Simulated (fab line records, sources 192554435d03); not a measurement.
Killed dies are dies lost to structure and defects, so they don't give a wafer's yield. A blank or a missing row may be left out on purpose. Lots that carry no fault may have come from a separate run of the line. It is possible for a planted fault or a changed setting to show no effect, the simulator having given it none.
Struck lot and sound lot, side by side :: flow n5-finfet :: 26 out of 1938 route steps
Sound: the wafers L812.1, L812.2, L812.6. Wafers struck: L824.1, L824.2, L824.5. The cause is named last.
Each step with rows lists, per side, the tool, then ch with its chambers, then its first start. Under that, the readings that differ: sound wafers :: struck wafers :: difference of the means :: sigmas: that difference in standard deviations of wafers without a fault.
alike: words and numbers the same on both sides, and readings whose means are apart by under 2 such deviations; not compared: readings that were withheld, readings missing a value for some wafer, numbers with overlapping values and no deviation given by the record, and bounds like >300 which may hide the same value.
A row with sigmas, a row that says differs or no value, or rows on one side alone: a step with any of these is where the two part. Non-overlapping numbers with no deviation appear without sigmas and do not part them. A reading missing from all wafers of one side parts the sides only when that side holds two or more wafers.

first, 10 steps without rows for these wafers: N5_BEOL_M2_DESCUM_16 (chemistry O2, time 7 s); N5_BEOL_M2_ETCH_74 (etches underlayer in N2/H2, target depth 6.5 nm, time 5.2 s); N5_BEOL_M2_ETCH_63 (etches SiARC in CF4, target depth 15.6 nm, time 26 s); N5_BEOL_M2_ETCH_64 (etches SOC in N2/H2, target depth 75 nm, overetch 22.5 nm, time 121.9 s); N5_BEOL_M2_STRIP_65 (strips in N2/H2); N5_BEOL_M2_STRIP_75 (strips in N2/H2); N5_BEOL_M2_STRIP_66 (strips in CF4); N5_BEOL_M2_HM_OPEN_17 (chemistry Cl2/BCl3, target TiN, target depth 20 nm, overetch 6 nm); N5_BEOL_M2_STRIP_19 (strips in O2); N5_BEOL_M2_COAT_67 (time 60 s, resist thk 60 nm).
N5_BEOL_M2_COAT_68: time 60 s, resist thk 12 nm.
  sound on litho-track-05 ch 0, day 6 21:44; struck on litho-track-05 ch 0, day 9 23:25
reading: spin-speed-rpm (rpm)
sound: 1500.2 1500.8 1501.5
struck: 1805.9 1807.1 1806.2
difference: +305.6
sigmas: +99 or more

reading: model.SiARC_of_BEOL_M2_COAT_68.thk-nm (nm)
sound: 12 12 12
struck: 11 11 11
difference: -1
sigmas: 
then, 9 steps without rows for these wafers: N5_BEOL_M2_COAT_76 (time 60 s, resist thk 5 nm); N5_BEOL_M2_COAT_22 (resist thk 30 nm); N5_BEOL_M2_EBR_24; N5_BEOL_M2_SOFTBAKE_23 (time 60 s); N5_BEOL_M2_EXPOSE_25 (exposes mask V1, defocus 5 nm); N5_BEOL_M2_PEB_26 (peb time 60 s); N5_BEOL_M2_DEVELOP_27 (develop time 30 s); N5_BEOL_M2_DESCUM_33 (chemistry O2, time 7 s); N5_BEOL_M2_ETCH_77 (etches underlayer in N2/H2, target depth 6.5 nm, time 5.2 s).
N5_BEOL_M2_ETCH_69: etches SiARC in CF4, target depth 15.6 nm, time 26 s.
  sound on rie-diel-05 ch 0,1,2, day 6 22:37; struck on rie-diel-06 ch 2,3, day 9 23:52
reading: drypump-motor-current-A (A)
sound: 6.7 6.2 6.4
struck: 4.9 5.0 5.0
difference: -1.5
sigmas: -3

reading: etch-rf-on-time-s (s)
sound: 26.7 26.4 24.9
struck: 25.1 24.3 24.1
difference: -1.5
sigmas: -2

reading: model.etch.depth-nm (nm)
sound: 11.95 12 11.99
struck: 10.95 10.93 10.93
difference: -1.04
sigmas: 

reading: model.CAR-EUV_of_BEOL_M2_COAT_22.thk-nm (nm)
sound: 11.2 11.2 11.2
struck: 12 11.8 12
difference: +1
sigmas: 
  alike: oes-product-au, rf-vpp-V, showerhead-plenum-p-Torr, throttle-valve-pct
  not compared: rf-hours-counter-h
then, 1 step without rows for these wafers: N5_BEOL_M2_ALD_98 (deposits SiO2, target thk 2.5 nm, pulse time 1 s, co reactant pulse time 1 s).
N5_BEOL_M2_ETCHBACK_99: etches SiO2 in CHF3, target depth 5 nm, time 10.4 s.
  sound on rie-diel-06 ch 1,3, day 7 00:16; struck on rie-diel-05 ch 0,2,3, day 10 08:50
reading: model.CAR-EUV_of_BEOL_M2_COAT_22.thk-nm (nm)
sound: 10.6 10.4 10.6
struck: 11.2 11.2 11.2
difference: +0.7
sigmas: 
  alike: drypump-motor-current-A, oes-product-au, rf-vpp-V, showerhead-plenum-p-Torr, throttle-valve-pct
  not compared: rf-hours-counter-h
N5_BEOL_M2_ETCH_70: etches SOC in N2/H2, target depth 80 nm, overetch 24 nm, time 130 s.
  sound on rie-diel-06 ch 1,3, day 7 00:19; struck on rie-diel-05 ch 0,2,3, day 10 08:52
reading: model.SiARC_of_BEOL_M2_COAT_68.thk-nm (nm)
sound: 5.6 6 5.8
struck: 5 4.8 4.4
difference: -1
sigmas: 
  alike: drypump-motor-current-A, h2-flow-sccm, oes-product-au, rf-vpp-V, showerhead-plenum-p-Torr, throttle-valve-pct
  not compared: rf-hours-counter-h
then, 1 step without rows for these wafers: N5_BEOL_M2_STRIP_71 (strips in N2/H2).
N5_BEOL_M4_RC_MEAS_101:
  sound on prober-01 ch 0, day 8 02:45; struck on prober-01 ch 0, day 11 21:16
  alike: DIBL_N, DIBL_P, IOFF_N, IOFF_P, ION_N, ION_P, SS_N, SS_P, VT_N, VT_P

== WHERE THEY PART ==
At N5_BEOL_M2_COAT_68 first; at N5_BEOL_M2_ETCH_69 last (within this record only). Later steps at which nothing parts them and some readings are alike: N5_BEOL_M2_ETCHBACK_99, N5_BEOL_M2_ETCH_70, N5_BEOL_M4_RC_MEAS_101.

WHY: the cause the simulator had injected
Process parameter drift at N5_BEOL_M2_COAT_68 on litho-track-05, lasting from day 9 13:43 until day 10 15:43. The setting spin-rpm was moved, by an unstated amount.
